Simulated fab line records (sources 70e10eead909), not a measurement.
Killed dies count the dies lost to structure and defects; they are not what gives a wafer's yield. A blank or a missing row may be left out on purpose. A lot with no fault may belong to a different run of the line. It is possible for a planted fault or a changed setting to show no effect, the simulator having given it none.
A struck lot beside a sound one ; flow nand-harc ; 20 steps out of a route of 1159
Sound: wafers L866.2, L866.4, L866.6. Wafers struck: L878.4, L878.5, L878.6. Last of all comes the cause.
For every step that has rows: the tool of each side, followed by ch and its chambers, followed by its first start. Under that, the readings that differ: sound wafers ; struck wafers ; difference of the means ; sigmas: that difference in standard deviations of wafers without a fault.
alike: readings with means less than 2 such deviations apart, plus words and numbers identical on both sides. not compared: withheld readings, readings lacking a value on some wafer, bounds such as >300 that could conceal the same value, and numbers that have no deviation in the record and whose values overlap.
Wherever a step has rows on one side only, a row that says differs or no value, or a row with sigmas, the two part there. When numbers do not overlap yet have no deviation, they are printed without sigmas and do not part them. A reading missing from all wafers of one side parts the sides only when that side holds two or more wafers.

NHARC_A_BLC_CMP_25: polishes, t overpolish 30 s, target thk 150 nm.
  sound on cmp-01 ch 1,3, day 17 19:50; struck on cmp-02 ch 1,2,3, day 20 20:41
reading;sound;struck;difference;sigmas
overpolish-run-s (s);30.004 30.017 30.002;29.979 30.003 29.982;-0.020;-2
  alike: motor-current-A, time-to-endpoint-s
  not compared: pad-life-wafers
next, for these wafers, 1 step has no rows: NHARC_A_BLC_SRD_27.
NHARC_A_BLC_INSPECT_28:
  sound: defect-inspect-02 at day 17 20:13; struck: defect-inspect-01 at day 20 21:01
  alike: raw-defect-count
then, 8 steps without rows for these wafers: NHARC_A_M0_DEP_00 (deposits SiOC, target thk 150 nm); NHARC_A_M0_DEHYDRATE_01 (time 120 s); NHARC_A_M0_HMDS_02 (time 30 s); NHARC_A_M0_COAT_33 (time 65 s); NHARC_A_M0_COAT_03 (resist thk 90 nm); NHARC_A_M0_SOFTBAKE_04 (time 55 s); NHARC_A_M0_EBR_05; NHARC_A_M0_EXPOSE_06 (exposes mask A M0, target cd 80 nm).
NHARC_A_M0_PEB_07: peb time 65 s.
  sound on litho-track-04 ch 0, day 17 20:55; struck on litho-track-04 ch 0, day 20 21:50
reading;sound;struck;difference;sigmas
heater-power-total-W (W);156.9 157.2 156.7;181.5 181.2 180.6;+24.2;+59
plate-temp-C (C);99.70 100.07 99.76;111.19 111.35 111.28;+11.43;+76
  alike: chill-plate-temp-C
then, 1 step without rows for these wafers: NHARC_A_M0_DEVELOP_08 (develop time 35 s).
NHARC_A_M0_CD_MEAS_09 targets a cd of 80 nm.
  sound on cd-sem-03 ch 0, day 17 21:00; struck on cd-sem-02 ch 0, day 20 21:55
reading;sound;struck;difference;sigmas
cd-nm (nm);80.1 79.2 79.4;113.9 113.5 113.0;+33.9;+43
NHARC_A_M0_OVL_MEAS_10: pitch 160 nm.
  sound: overlay-02 at day 17 21:05; struck: overlay-02 at day 20 22:01
  alike: overlay-x-nm, overlay-y-nm
NHARC_A_M0_INSPECT_11:
  sound: defect-inspect-01 at day 17 21:07; struck: defect-inspect-01 at day 20 22:02
  alike: raw-defect-count
NHARC_A_M0_DESCUM_14: chemistry O2, time 3 s.
  sound on rie-diel-02 ch 1,3, day 17 21:11; struck on rie-diel-07 ch 0,3, day 20 22:07
reading;sound;struck;difference;sigmas
model.A_M0.cd-nm (nm);80.62 79.4 79.73;113.2 114.2 112.7;+33.5;
  alike: drypump-motor-current-A, o2-flow-sccm, oes-product-au, rf-vpp-V, showerhead-plenum-p-Torr, throttle-valve-pct
  not compared: rf-hours-counter-h
NHARC_A_M0_ETCH_34: etches the open film in N2/H2, target depth 40 nm, overetch 12 nm, time 43.94 s.
  sound on rie-diel-02 ch 0,2,3, day 17 21:16; struck on rie-diel-07 ch 0,2,3, day 20 22:12
  alike: drypump-motor-current-A, oes-product-au, rf-vpp-V, showerhead-plenum-p-Torr, throttle-valve-pct
  not compared: rf-hours-counter-h
NHARC_A_M0_ETCH_15: etches the open film in C4F8/Ar, target depth 150 nm, overetch 15 nm, time 82.5 s.
  sound: rie-diel-02 ch 0,3; struck: rie-diel-07 ch 0,1
reading;sound;struck;difference;sigmas
model.A_M0.cd-nm (nm);80.8 79.64 79.75;113.4 113.9 113;+33.4;
  alike: oes-product-au, rf-vpp-V
  not compared: rf-hours-counter-h
NHARC_A_M0_CD_MEAS_16:
  sound: cd-sem-03 at day 17 21:29; struck: cd-sem-02 at day 20 22:25
reading;sound;struck;difference;sigmas
cd-nm (nm);81.0 79.8 79.7;113.4 113.8 113.2;+33.3;+34

WHERE THEY PART
Last at NHARC_A_M0_CD_MEAS_16 as far as this record goes, first at NHARC_A_BLC_CMP_25.

WHY: the cause the simulator had injected
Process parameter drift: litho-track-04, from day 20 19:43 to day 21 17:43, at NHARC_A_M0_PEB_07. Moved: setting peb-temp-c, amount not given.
